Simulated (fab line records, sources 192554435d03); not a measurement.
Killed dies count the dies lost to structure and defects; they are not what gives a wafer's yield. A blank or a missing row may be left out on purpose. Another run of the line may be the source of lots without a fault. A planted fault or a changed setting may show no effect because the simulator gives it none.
A lot that was struck, set against a sound lot + flow n5 finfet + 15 out of 1938 route steps
Sound: these wafers, L534.3, L534.4, L534.6. Wafers struck: L550.1, L550.5, L550.6. At the end, the cause is stated.
Each step with rows lists, per side, the tool, then ch with its chambers, then its first start. Under that, the readings that differ: sound wafers + struck wafers + difference of the means + sigmas: that difference in standard deviations of wafers without a fault.
alike: words and numbers the same on both sides, and readings whose means are apart by under 2 such deviations; not compared: readings that were withheld, readings missing a value for some wafer, numbers with overlapping values and no deviation given by the record, and bounds like >300 which may hide the same value.
Wherever a step has rows on one side only, a row that says differs or no value, or a row with sigmas, the two part there. Non-overlapping numbers with no deviation appear without sigmas and do not part them. A reading that every wafer of one side lacks parts them only if that side has two wafers or more.

N5_BEOL_M4_SPUTTER_92: material Cu, target thk 4.5 nm, time 8.29 s.
  sound on pvd sputter-03 at day 9 00:31; struck on pvd sputter-01 at day 13 14:57
  alike: throttle valve pct
then, 1 step without rows for these wafers: N5_BEOL_M4_ANNEAL_93 (time 240 s).
N5_BEOL_M4_SPUTTER_94: material Cu, target thk 4.5 nm, time 8.29 s.
  sound on pvd sputter-03 at day 9 00:44; struck on pvd sputter-01 at day 13 15:10
  alike: throttle valve pct
then, 1 step without rows for these wafers: N5_BEOL_M4_ANNEAL_95 (time 240 s).
N5_BEOL_M4_SPUTTER_96: material Cu, target thk 4.5 nm, time 8.29 s.
  sound on pvd sputter-03 at day 9 00:58; struck on pvd sputter-01 at day 13 15:23
  alike: throttle valve pct
then, 1 step without rows for these wafers: N5_BEOL_M4_ECD_50 (material Cu, target thk 300 nm).
N5_BEOL_M4_ANNEAL_51: time 90 s.
  sound on rtp anneal-02 ch 0, day 9 01:15; struck on rtp anneal-02 ch 0, day 13 15:35
  alike: wafer_temp_C_max
then, 1 step without rows for these wafers: N5_BEOL_M4_CMP_52 (polishes, stops on SiOC, t overpolish 6.8 s, target thk 40 nm).
N5_BEOL_M4_THK_MEAS_53: measures by xrf.
  sound on film metro-02 at day 9 01:46; struck on film metro-01 at day 13 16:11
  alike: M4_THK
then, 1 step without rows for these wafers: N5_BEOL_M4_PRE_CLEAN_60 (time 15 s).
N5_BEOL_M4_CO_CAP_55: material Co, precursor CCTBA/H2, target thk 2 nm, time 102.1 s.
  sound on cvd co-02 ch 0,1, day 9 01:50; struck on cvd co-02 ch 1,2, day 13 16:16
  alike: chamber pressure Torr, heater power w
then, 1 step without rows for these wafers: N5_BEOL_M4_PRE_CLEAN_56 (time 15 s).
N5_BEOL_M4_DEP_57: deposits SiCN from 3MS/NH3, target thk 8 nm, time 14 s.
  sound on pecvd-03 ch 0,2, day 9 01:58; struck on pecvd-03 ch 0,2, day 13 16:23
| reading                                  | sound     | struck         | difference | sigmas |
|------------------------------------------|-----------|----------------|------------|--------|
| model.SiCN_of_BEOL_M4_DEP_57.thk nm (nm) | 8 8.2 8.2 | 10.2 10.4 10.4 | +2.2       |        |
  alike: chamber pressure Torr, showerhead plenum p Torr, throttle valve pct
N5_BEOL_M4_RS_MEAS_58: the measuring method here is four-point-probe.
  sound on film metro-01 at day 9 02:02; struck on film metro-02 at day 13 16:27
  alike: M4_RS
N5_BEOL_M4_RC_MEAS_101:
  sound on prober-01 ch 0, day 9 02:23; struck on prober-02 ch 0, day 13 16:31
| reading       | sound          | struck         | difference | sigmas |
|---------------|----------------|----------------|------------|--------|
| DIBL_N (mV/V) | 38.2 38.1 39.0 | 34.9 33.5 35.0 | -4.0       | -2     |
| SS_N (mV/dec) | 71.8 72.0 72.7 | 70.8 70.9 70.9 | -1.3       | -2     |
  alike: DIBL_P, IOFF_N, IOFF_P, ION_N, ION_P, SS_P, VT_N, VT_P

== WHERE THEY PART ==
Within this record, at N5_BEOL_M4_RC_MEAS_101 only.

WHY: the cause the simulator had injected
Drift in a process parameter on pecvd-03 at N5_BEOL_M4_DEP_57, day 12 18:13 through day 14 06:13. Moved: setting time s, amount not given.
